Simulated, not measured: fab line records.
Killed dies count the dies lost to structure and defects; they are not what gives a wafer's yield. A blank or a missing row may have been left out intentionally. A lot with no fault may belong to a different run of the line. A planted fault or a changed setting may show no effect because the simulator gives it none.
Struck lot and sound lot, side by side + flow n5Finfet + 15 out of 1938 route steps
Sound: wafers L870.1, L870.5, L870.6. Wafers struck: L860.1, L860.4. At the end, the cause is stated.
At each step with rows: each side's tool, then ch and its chambers, then its first start. Under that, the readings that differ: sound wafers + struck wafers + difference of the means + sigmas: that difference in standard deviations of wafers without a fault.
alike: readings with means less than 2 such deviations apart, plus words and numbers identical on both sides. not compared: withheld readings, readings lacking a value on some wafer, bounds such as >300 that could conceal the same value, and numbers that have no deviation in the record and whose values overlap.
The two part at a step that has a row with sigmas, a row that says differs or no value, or rows on one side only. Non-overlapping numbers with no deviation appear without sigmas and do not part them. A reading missing from all wafers of one side parts the sides only when that side holds two or more wafers.

first, 4 steps without rows for these wafers: N5_BEOL_M2_SOFTBAKE_23 (time 60 s); N5_BEOL_M2_EXPOSE_25 (exposes mask V1, defocus 5 nm); N5_BEOL_M2_PEB_26 (peb time 60 s); N5_BEOL_M2_DEVELOP_27 (develop time 30 s).
N5_BEOL_M2_CD_MEAS_28: target cd 26.2 nm, target cd y 24.1 nm.
  sound on cdSem-02 ch 0, day 11 03:57; struck on cdSem-03 ch 0, day 8 15:45
  alike: cdNm
N5_BEOL_M2_OVL_MEAS_29:
  sound on overlay-02 ch 0, day 11 03:59; struck on overlay-01 ch 0, day 8 15:47
  alike: V1_OVL
N5_BEOL_M2_INSPECT_30: inspects for defects (brightfield).
  sound on defectInspect-01, day 11 04:02; struck on defectInspect-01, day 8 15:50
  alike: rawDefectCount
N5_BEOL_M2_DESCUM_33: chemistry O2, time 7 s.
  sound on rieDiel-03 ch 0,3, day 11 05:05; struck on rieDiel-03 ch 0,1, day 8 15:55
  alike: drypumpMotorCurrentA, o2FlowSccm, oesProductAu, rfVppV, showerheadPlenumPTorr, throttleValvePct
  not compared: rfHoursCounterH
N5_BEOL_M2_ETCH_77: etches underlayer in N2/H2, target depth 6.5 nm, time 5.2 s.
  sound on rieDiel-03 ch 0,3, day 11 05:07; struck on rieDiel-03 ch 0,1, day 8 15:57
  alike: drypumpMotorCurrentA, etchRfOnTimeS, oesProductAu, rfVppV, showerheadPlenumPTorr, throttleValvePct
  not compared: rfHoursCounterH
N5_BEOL_M2_ETCH_69: etches SiARC in CF4, target depth 15.6 nm, time 26 s.
  sound on rieDiel-03 ch 0,3, day 11 05:08; struck on rieDiel-03 ch 0,1, day 8 15:58
  alike: drypumpMotorCurrentA, etchRfOnTimeS, oesProductAu, rfVppV, showerheadPlenumPTorr, throttleValvePct
  not compared: rfHoursCounterH
N5_BEOL_M2_ALD_98: deposits SiO2, target thk 2.5 nm, pulse time 1 s, co reactant pulse time 1 s.
  sound on aldSin-03 ch 0,3, day 11 05:13; struck on aldSin-04 ch 0,2, day 8 16:03
| reading            | sound                | struck      | difference | sigmas |
|--------------------|----------------------|-------------|------------|--------|
| susceptorTempC (C) | 100.19 100.32 100.15 | 99.83 99.97 | -0.32      | -2     |
  alike: heaterPowerW, precursorPulseHeightRel
N5_BEOL_M2_ETCHBACK_99: etches SiO2 in CHF3, target depth 5 nm, time 10.4 s.
  sound on rieDiel-04 ch 0,3, day 11 07:35; struck on rieDiel-03 ch 0,1, day 8 16:55
| reading                  | sound       | struck  | difference | sigmas |
|--------------------------|-------------|---------|------------|--------|
| drypumpMotorCurrentA (A) | 6.4 6.7 6.5 | 5.3 5.6 | -1.1       | -2     |
  alike: oesProductAu, rfVppV, showerheadPlenumPTorr, throttleValvePct
  not compared: rfHoursCounterH
N5_BEOL_M2_ETCH_70: etches SOC in N2/H2, target depth 80 nm, overetch 24 nm, time 130 s.
  sound on rieDiel-04 ch 0,3, day 11 07:38; struck on rieDiel-03 ch 0,1, day 8 16:56
| reading                                   | sound       | struck  | difference | sigmas |
|-------------------------------------------|-------------|---------|------------|--------|
| drypumpMotorCurrentA (A)                  | 6.4 6.7 6.4 | 5.3 5.6 | -1.1       | -2     |
| model.SiARC_of_BEOL_M2_COAT_68.thkNm (nm) | 5.8 5.6 5.6 | 7.2 6.8 | +1.3       |        |
  alike: oesProductAu, rfVppV, showerheadPlenumPTorr, throttleValvePct
  not compared: rfHoursCounterH
then, 1 step without rows for these wafers: N5_BEOL_M2_STRIP_71 (strips in N2/H2).
N5_BEOL_M4_RC_MEAS_101:
  sound on prober-01 ch 0, day 12 16:50; struck on prober-01 ch 0, day 9 18:10
  alike: DIBL_N, DIBL_P, IOFF_N, IOFF_P, ION_N, ION_P, SS_N, SS_P, VT_N, VT_P

## WHERE THEY PART
At N5_BEOL_M2_ALD_98 first; at N5_BEOL_M2_ETCH_70 last (within this record only). Later steps at which nothing parts them and some readings are alike: N5_BEOL_M4_RC_MEAS_101.

WHY: whatever the simulator had introduced
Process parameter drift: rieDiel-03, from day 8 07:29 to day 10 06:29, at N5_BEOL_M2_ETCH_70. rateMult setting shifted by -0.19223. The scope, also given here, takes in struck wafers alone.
